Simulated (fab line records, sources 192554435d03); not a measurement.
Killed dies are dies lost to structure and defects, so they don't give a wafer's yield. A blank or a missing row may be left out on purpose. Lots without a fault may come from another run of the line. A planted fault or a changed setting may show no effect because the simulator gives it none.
fab line records | flow n5_finfet
record lots=6 wafers=18 last_day=18
route steps=1938 shown BEOL_M13@1711 BEOL_M14@1716 PASSIVATION@1936
lots that met no fault: from a run of the same line without faults
start_h: hours from the record's first day to the start of the lot's first wafer shown | wait_h: hours since the lot's step before | " the same as in the row above | L1.1+2: a row that stands for several wafers | - no value, or no start given | * or withheld: withheld | < > ~ a bound
route shown NAME@n: a module of which the file shows steps, and the number in the route of the first | usual: mean/standard deviation of fault-free wafers | same: alike in all rows | chamber/n: place in a boat | sites: the reading at each site | _std_site: their standard deviation | _edge_site: outer sites' mean less inner sites' | radius_mm: how far each site lies from the wafer's centre | mask NAME#n: copy n | behind: the tool/chamber that last shaped the wafer | hold: why the lot was held/for how many hours/how that ended | device: the transistor (n, p or np) that didn't switch | end of line: the same wafers' tests at the end of the route | a step without rows: its recipe alone | killed: dies lost to structure and defects at the first sort, not the wafer's yield | map: a wafer's dies, x killed, . not, _ none there
set.NAME: the setting as run; set.NAME@STEP: as run at that earlier step | model.NAME: the simulator's own value behind a step, which no gauge read
lots at some steps of the route; a table a step, a row a wafer
services: from which hour (start_h, from the record's first day; less than 0 if before it) a tool's chamber was out of use, for how many hours, and why
## steps
# step N5_BEOL_M13_THK_MEAS_50
# recipe thk_meas_gauge=xrf reads=Cu_of_BEOL_M13_ECD_47
# usual M13_THK=418/7
# columns lot.wafer tool chamber start_h wait_h M13_THK[nm]
L216.2 film_metro-01 - 296.98 - 419
L216.3 " - " " 413
L216.6 " - " " 422
L223.1 film_metro-01 - 353.61 - 429
L223.3 " - " " 420
L223.5 " - " " 421
L227.3 film_metro-01 - 364.03 - 416
L227.4 " - " " 418
L227.6 " - " " 413
L225.1 film_metro-01 - 371.37 - 422
L225.5 " - " " 419
L225.6 " - " " 419
L226.2 film_metro-01 - 385.05 - 427
L226.3 " - " " 425
L226.4 " - " " 424
L232.3 film_metro-01 - 410.16 - 407
L232.4 " - " " 413
L232.5 " - " " 413
# step N5_BEOL_M13_PRE_CLEAN_52
# recipe gas=NH3 time_s=15 temp_c=withheld rf_power_w=300
# step N5_BEOL_M13_DEP_53
# recipe material=SiCN target_thk_a=500 temp_c=withheld precursor=3MS/NH3 pressure_torr=3 rf_w=675 time_s=17.8
# usual showerhead_plenum_p_Torr=4.163/0.024 throttle_valve_pct=18.0/0.87
# columns lot.wafer tool chamber start_h wait_h showerhead_plenum_p_Torr throttle_valve_pct
L216.2 pecvd-04 0 297.05 0.0 4.183 18.9
L216.3 " 1 " " 4.127 17.2
L216.6 " 0 " " 4.181 18.9
L223.1 pecvd-02 0 353.67 0.0 4.167 18.9
L223.3 " 1 " " 4.131 17.2
L223.5 " 1 " " 4.126 17.1
L227.3 pecvd-02 2 364.12 0.0 4.183 18.6
L227.4 " 0 " " 4.183 18.6
L227.6 " 0 " " 4.169 18.8
L225.1 pecvd-02 1 371.43 0.0 4.129 17.2
L225.5 " 1 " " 4.133 17.1
L225.6 " 0 " " 4.189 18.5
L226.2 pecvd-03 0 385.11 0.0 4.155 18.6
L226.3 " 2 " " 4.186 16.9
L226.4 " 2 " " 4.176 17.0
L232.3 pecvd-03 1 410.22 0.0 4.144 19.0
L232.4 " 0 " " 4.151 18.4
L232.5 " 2 " " 4.180 16.7
# step N5_BEOL_M13_RS_MEAS_54
# recipe thk_meas_gauge=four-point-probe reads=Cu_of_BEOL_M13_ECD_47+Ta_of_BEOL_M13_SPUTTER_44+TaN_of_BEOL_M13_SPUTTER_43
# usual M13_RS=0.0452/0.00064
# columns lot.wafer tool chamber start_h wait_h M13_RS[ohm/sq]
L216.2 film_metro-02 - 297.14 0.1 0.0449
L216.3 " - " " 0.0459
L216.6 " - " " 0.0447
L223.1 film_metro-01 - 353.74 0.0 0.0444
L223.3 " - " " 0.0452
L223.5 " - " " 0.0455
L227.3 film_metro-02 - 364.19 0.1 0.0454
L227.4 " - " " 0.0450
L227.6 " - " " 0.0456
L225.1 film_metro-01 - 371.50 0.0 0.0447
L225.5 " - " " 0.0450
L225.6 " - " " 0.0451
L226.2 film_metro-01 - 385.17 0.1 0.0444
L226.3 " - " " 0.0447
L226.4 " - " " 0.0446
L232.3 film_metro-02 - 410.29 0.1 0.0457
L232.4 " - " " 0.0451
L232.5 " - " " 0.0451
# step N5_BEOL_M13_INSPECT_55
# recipe inspect_instrument=darkfield mode=post_dep
# usual raw_defect_count=68/20
# columns lot.wafer tool chamber start_h wait_h raw_defect_count
L216.2 defect_inspect-02 - 297.16 0.0 85
L216.3 " - " " 59
L216.6 " - " " 69
L223.1 defect_inspect-01 - 353.76 0.0 55
L223.3 " - " " 54
L223.5 " - " " 62
L227.3 defect_inspect-02 - 364.22 0.0 62
L227.4 " - " " 42
L227.6 " - " " 67
L225.1 defect_inspect-01 - 371.52 0.0 54
L225.5 " - " " 89
L225.6 " - " " 69
L226.2 defect_inspect-01 - 385.20 0.0 55
L226.3 " - " " 79
L226.4 " - " " 93
L232.3 defect_inspect-01 - 410.32 0.0 42
L232.4 " - " " 77
L232.5 " - " " 52
# step N5_BEOL_M14_ILD_DEP_00
# recipe material=SiO2 target_thk_a=11193 temp_c=400 precursor=TEOS/O2 pressure_torr=6.5 rf_w=900 teos_flow_sccm=161.4 gas=O2 flow_sccm=2650 time_s=237.4
# usual heater_power_w=533/91 showerhead_plenum_p_Torr=8.36/0.045 throttle_valve_pct=18.7/1.1
# columns lot.wafer tool chamber start_h wait_h heater_power_w showerhead_plenum_p_Torr throttle_valve_pct
L216.2 pecvd-02 2 297.20 0.0 725 8.39 19.1
L216.3 " 0 " " 474 8.37 18.8
L216.6 " 2 " " 545 8.36 19.3
L223.1 pecvd-02 0 353.80 0.0 478 8.34 19.5
L223.3 " 1 " " 535 8.30 18.0
L223.5 " 1 " " 586 8.30 17.5
L227.3 pecvd-02 2 364.33 0.1 547 8.36 19.0
L227.4 " 0 " " 379 8.38 19.1
L227.6 " 2 " " 619 8.36 19.1
L225.1 pecvd-02 1 371.56 0.0 589 8.28 17.6
L225.5 " 1 " " 450 8.31 17.6
L225.6 " 0 " " 380 8.37 19.3
L226.2 pecvd-02 2 385.24 0.0 685 8.37 19.5
L226.3 " 2 " " 542 8.39 19.0
L226.4 " 0 " " 373 8.39 19.4
L232.3 pecvd-01 2 410.43 0.1 476 8.40 17.4
L232.4 " 1 " " 380 8.45 20.6
L232.5 " 2 " " 563 8.38 17.4
# step N5_BEOL_M14_THK_MEAS_01
# recipe reads=SiO2_of_BEOL_M14_ILD_DEP_00
# usual M14_ILD_THK=1125/16
# columns lot.wafer tool chamber start_h wait_h M14_ILD_THK[nm]
L216.2 film_metro-02 - 297.39 0.1 1120
L216.3 " - " " 1126
L216.6 " - " " 1150
L223.1 film_metro-01 - 353.99 0.1 1116
L223.3 " - " " 1091
L223.5 " - " " 1117
L227.3 film_metro-02 - 364.52 0.1 1137
L227.4 " - " " 1135
L227.6 " - " " 1117
L225.1 film_metro-01 - 371.75 0.1 1094
L225.5 " - " " 1106
L225.6 " - " " 1136
L226.2 film_metro-02 - 385.51 0.2 1098
L226.3 " - " " 1124
L226.4 " - " " 1100
L232.3 film_metro-02 - 410.62 0.1 1140
L232.4 " - " " 1127
L232.5 " - " " 1144
# step N5_BEOL_M14_COAT_58
# recipe resist=BARC temp_c=205 time_s=60 spin_rpm=1500 resist_thk_nm=89
# step N5_BEOL_M14_COAT_04
# recipe spin_rpm=1704 resist_thk_nm=800
# step N5_BEOL_M14_EBR_06
# recipe solvent=PGMEA ebr_width_mm=1.5
# step N5_BEOL_M14_SOFTBAKE_05
# recipe temp_c=130 time_s=60
# step N5_BEOL_M14_EXPOSE_07
# recipe mask_id=V13 na=0.8 source_shape=annular sigma_inner=0.5 sigma_outer=0.8 polarization=unpolarized attpsm_phase_deg=180 dose_mj=57
# step N5_BEOL_M14_PEB_08
# recipe peb_temp_c=130 peb_time_s=90
# usual heater_power_total_W=172.4/0.76 plate_temp_C=129.97/0.14
# columns lot.wafer tool chamber start_h wait_h heater_power_total_W plate_temp_C
L216.2 litho_track-04 0 297.58 0.0 171.4 130.08
L216.3 " 0 " " 171.7 130.13
L216.6 " 0 " " 172.7 129.94
L223.1 litho_track-02 0 354.18 0.1 171.2 130.04
L223.3 " 0 " " 170.9 129.92
L223.5 " 0 " " 171.7 130.14
L227.3 litho_track-04 0 364.84 0.0 172.7 129.97
L227.4 " 0 " " 172.6 129.87
L227.6 " 0 " " 171.8 129.99
L225.1 litho_track-01 0 371.94 0.1 167.7 127.28
L225.5 " 0 " " 166.6 127.44
L225.6 " 0 " " 167.4 127.32
L226.2 litho_track-01 0 385.82 0.0 167.4 127.05
L226.3 " 0 " " 166.3 127.20
L226.4 " 0 " " 168.7 127.28
L232.3 litho_track-02 0 410.81 0.0 172.5 129.91
L232.4 " 0 " " 173.7 129.96
L232.5 " 0 " " 173.2 129.88
# step N5_BEOL_M14_DEVELOP_09
# recipe develop_time_s=45 rinse_liquid=diw dry=air_spin dev_temp_c=21
# step N5_BEOL_M14_HARDBAKE_14
# recipe temp_c=130 time_s=120
# step N5_BEOL_M14_CD_MEAS_10
# recipe target_cd_nm=250 landing_energy_ev=500 detector=se_inlens polarity=opening
# usual cd_nm=249.3/2.2
# columns lot.wafer tool chamber start_h wait_h cd_nm
L216.2 cd_sem-01 0 297.70 - 250.4
L216.3 " 0 " " 251.7
L216.6 " 0 " " 251.7
L223.1 cd_sem-03 0 354.30 - 248.1
L223.3 " 0 " " 246.8
L223.5 " 0 " " 251.5
L227.3 cd_sem-02 0 364.96 - 252.1
L227.4 " 0 " " 250.4
L227.6 " 0 " " 247.3
L225.1 cd_sem-02 0 372.06 - 233.6
L225.5 " 0 " " 231.2
L225.6 " 0 " " 231.1
L226.2 cd_sem-01 0 385.94 - 234.4
L226.3 " 0 " " 231.7
L226.4 " 0 " " 233.1
L232.3 cd_sem-02 0 410.93 - 249.7
L232.4 " 0 " " 252.6
L232.5 " 0 " " 249.6
# step N5_BEOL_M14_OVL_MEAS_11
# recipe points_per_wafer=44
# usual V13_OVL=0/4.7
# columns lot.wafer tool chamber start_h wait_h V13_OVL[nm]
L216.2 overlay-02 0 297.73 0.0 -2
L216.3 " 0 " " -1
L216.6 " 0 " " 1
L223.1 overlay-01 0 354.33 0.0 -6
L223.3 " 0 " " -1
L223.5 " 0 " " 3
L227.3 overlay-01 0 364.98 0.0 9
L227.4 " 0 " " -1
L227.6 " 0 " " -2
L225.1 overlay-02 0 372.09 0.0 4
L225.5 " 0 " " 1
L225.6 " 0 " " 5
L226.2 overlay-02 0 385.97 0.0 -4
L226.3 " 0 " " -6
L226.4 " 0 " " -9
L232.3 overlay-01 0 410.96 0.0 -5
L232.4 " 0 " " 0
L232.5 " 0 " " 0
# step N5_PASSIVATION_PROBE_49
# usual defect_limited_yield=91.5/1.4 killed_at_M0_to_M3=34/11 killed_at_M4_up=15/6 killed_at_contacts=11/5.9 killed_at_front_end=37/11 killed_at_other=3.6/2.9 killed_dies=101/17 killed_open=66/12 killed_short=33/7.8 sort_bin_5_function=5.0/0.97 sort_bin_6_memory=3.2/0.65 sort_bin_8_speed=0.02/0.2 sort_n_pass=1079/17 sort_yield_pct=91.4/1.4
# same gross_dies=1180 killed_at_back_side=0 sort_bin_4_leakage[%]=0
# columns lot.wafer tool chamber start_h wait_h defect_limited_yield[%] killed_at_M0_to_M3 killed_at_M4_up killed_at_contacts killed_at_front_end killed_at_other killed_dies killed_open killed_short sort_bin_5_function[%] sort_bin_6_memory[%] sort_bin_8_speed[%] sort_n_pass sort_yield_pct[%]
L225.6 prober-02 - 402.05 0.3 92.3 39 13 6 32 1 91 59 31 3.6 3.7 0 1089 92.3
L226.3 prober-01 - 414.93 0.1 91.4 54 15 11 21 1 102 73 28 5.3 3.2 0 1078 91.4
# killed by level:class
L225.6 GATE_CUT:geometric_particle:short=7 BEOL_M0_SAQP:geometric_particle:short=7 BEOL_M0_SAQP:geometric_particle:open=7 BEOL_M3:geometric_particle:open=6 BEOL_M4:geometric_particle:open=6 FIN_SAQP:geometric_particle:open=5 MOL_CONTACT_COAG:geometric_particle:open=5 BEOL_M2:geometric_particle:open=5
L226.3 BEOL_M0_SAQP:geometric_particle:open=17 BEOL_M3:geometric_particle:open=13 MOL_CONTACT_COAG:geometric_particle:open=11 BEOL_M4:geometric_particle:open=9 BEOL_M0_SAQP:geometric_particle:short=7 STI_FIN_REVEAL:geometric_particle:open=6 STARTING-WAFER:geometric_particle:short=6 BEOL_M1:geometric_particle:short=5
## services
# columns tool chamber start_h hours kind
pecvd-02 0 273.39 5.5 scheduled_down
pecvd-01 - 284.69 6.0 pm
pecvd-03 2 286.05 2.1 scheduled_down
pecvd-04 2 294.97 5.5 scheduled_down
pecvd-03 - 296.50 5.5 pm
pecvd-02 - 308.73 1.0 repair
pecvd-01 2 314.69 2.1 scheduled_down
pecvd-01 2 333.84 5.5 scheduled_down
pecvd-03 - 346.72 1.8 repair
pecvd-02 1 357.81 13.2 repair
pecvd-01 1 374.02 4.6 repair
pecvd-01 - 379.46 1.3 repair
pecvd-02 1 383.62 - clean
pecvd-02 1 383.62 - consumable_replace:showerhead
pecvd-02 1 383.62 29.0 scheduled_down
pecvd-02 1 383.62 29.0 vent_cycle
pecvd-02 0 386.27 2.1 scheduled_down
pecvd-03 2 395.78 5.5 scheduled_down
pecvd-01 0 405.22 5.5 scheduled_down
litho_track-01 - 406.44 - consumable_replace:filter
pecvd-01 1 410.76 5.5 scheduled_down
## key
first_sign step=N5_BEOL_M14_PEB_08 reading=plate_temp_C direction=down sigmas=20 usual=* struck=*
effect step=N5_BEOL_M14_PEB_08 reading=heater_power_total_W direction=down sigmas=6.6 usual=* struck=*
effect step=N5_BEOL_M14_CD_MEAS_10 reading=cd_nm direction=down sigmas=7.5 usual=249.3 struck=232.5
met_at N5_BEOL_M14_PEB_08
struck_wafers L225.1,L225.5,L225.6,L226.2,L226.3,L226.4
fault kind=process_parameter_drift tool=litho_track-01 chamber=- onset_h=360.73 steps=N5_BEOL_M14_PEB_08 channel=peb_temp_c offset=* shape=step end_h=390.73 acts_in=* stated=*
